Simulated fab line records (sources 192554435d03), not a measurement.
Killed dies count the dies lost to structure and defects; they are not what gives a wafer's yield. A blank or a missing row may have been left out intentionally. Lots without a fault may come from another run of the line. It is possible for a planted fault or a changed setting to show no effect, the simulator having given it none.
The tool behind it: which one? ; flow n5-finfet ; 20 wafers from 7 lots sampled at 5 of the route's 1938 steps

## WHAT EACH GAUGE READ, for each wafer
N5_SD_EPI_P_EPI_MEAS_23.
lot;measured;on;thk-nm (nm)
L149;day 3 14:58;film-metro-01;60.0 61.1 61.6
L151;day 4 04:25;film-metro-02;63.0 61.5 62.5
L153;day 4 15:28;film-metro-02;60.9 61.8 63.2
L160;day 6 09:29;film-metro-02;62.2 60.8
L164;day 7 11:45;film-metro-01;58.6 59.9 84.9
L167;day 8 04:25;film-metro-01;62.1 59.5 62.2
L170;day 9 00:46;film-metro-02;60.0 60.1 58.5

## EACH LOT AND THE TOOL THAT RAN IT (in order: tool; ch and the chambers of the sampled wafers; start)
lot;N5_SD_EPI_N_SD_RECESS_17;N5_SD_EPI_N_VAPOR_ETCH_50;N5_SD_EPI_N_LINER_46;N5_SD_EPI_P_EPI_21
L149;rie-si-05 ch 0,3, day 3 07:33;epi-rpcvd-04 ch 0, day 3 08:23;ald-sin-01 ch 2,3, day 3 10:40;epi-rpcvd-03 ch 0, day 3 13:07
L151;rie-si-05 ch 0,2,3, day 3 21:14;epi-rpcvd-01 ch 0, day 3 22:02;ald-sin-02 ch 0,2, day 4 00:14;epi-rpcvd-02 ch 0, day 4 02:11
L153;rie-si-03 ch 1,2,3, day 4 07:08;epi-rpcvd-03 ch 0, day 4 07:57;ald-sin-01 ch 1,2,3, day 4 11:15;epi-rpcvd-04 ch 0, day 4 13:16
L160;rie-si-03 ch 0,2, day 6 01:27;epi-rpcvd-01 ch 0, day 6 02:25;ald-sin-01 ch 0,2, day 6 05:12;epi-rpcvd-04 ch 0, day 6 07:38
L164;rie-si-05 ch 0,1,2, day 7 02:23;epi-rpcvd-03 ch 0, day 7 03:27;ald-sin-02 ch 0,1, day 7 06:09;epi-rpcvd-03 ch 0, day 7 10:15
L167;rie-si-02 ch 1,2,3, day 7 20:22;epi-rpcvd-01 ch 0, day 7 21:10;ald-sin-04 ch 0,2,3, day 7 23:25;epi-rpcvd-02 ch 0, day 8 01:29
L170;rie-si-03 ch 0,1,2, day 8 16:04;epi-rpcvd-04 ch 0, day 8 17:07;ald-sin-01 ch 0,2,3, day 8 19:46;epi-rpcvd-04 ch 0, day 8 21:50
- N5_SD_EPI_N_SD_RECESS_17: chemistry HBr/Cl2/O2, target depth 41 nm, time 23.7 s, bt time 3 s.
- N5_SD_EPI_N_VAPOR_ETCH_50: etches Si in HCl, time 54 s.
- N5_SD_EPI_N_LINER_46: material SiNx, target thk 3 nm.
- N5_SD_EPI_P_EPI_21: deposits SiGe:B, time 355 s.

## THE ANSWER, worked out from the rows above alone
Rule: the usual values come from the lots themselves. The widest of any qualifying gaps counts: lots, ordered by their means at a reading, are off when they make up no more than a third of the lots, leave a main group of 4 or more, and stand apart from it by 3 or more times the standard deviation of that group's means. A main group is skipped when, at the precision printed for the reading in the tables above, its means are all equal. A lot without any number at a reading at which 4 lots or more have one is off too. The other lots that the step has rows for count as sound.
Off at N5_SD_EPI_P_EPI_MEAS_23 (thk-nm): L164. For the main group the mean is 61.2 nm and the standard deviation 0.9.
A tool fits if, at a process step before that reading, it ran every lot that is off, and no sound lot after the first of them. Gauges at N5_SD_EPI_P_EPI_MEAS_23: tried the same way as those tools. Can't be told from this: 3 tools fit, rie-si-05 at N5_SD_EPI_N_SD_RECESS_17, epi-rpcvd-03 at N5_SD_EPI_N_VAPOR_ETCH_50 and N5_SD_EPI_P_EPI_21, ald-sin-02 at N5_SD_EPI_N_LINER_46.

## WHAT WAS PUT IN BY THE SIMULATOR
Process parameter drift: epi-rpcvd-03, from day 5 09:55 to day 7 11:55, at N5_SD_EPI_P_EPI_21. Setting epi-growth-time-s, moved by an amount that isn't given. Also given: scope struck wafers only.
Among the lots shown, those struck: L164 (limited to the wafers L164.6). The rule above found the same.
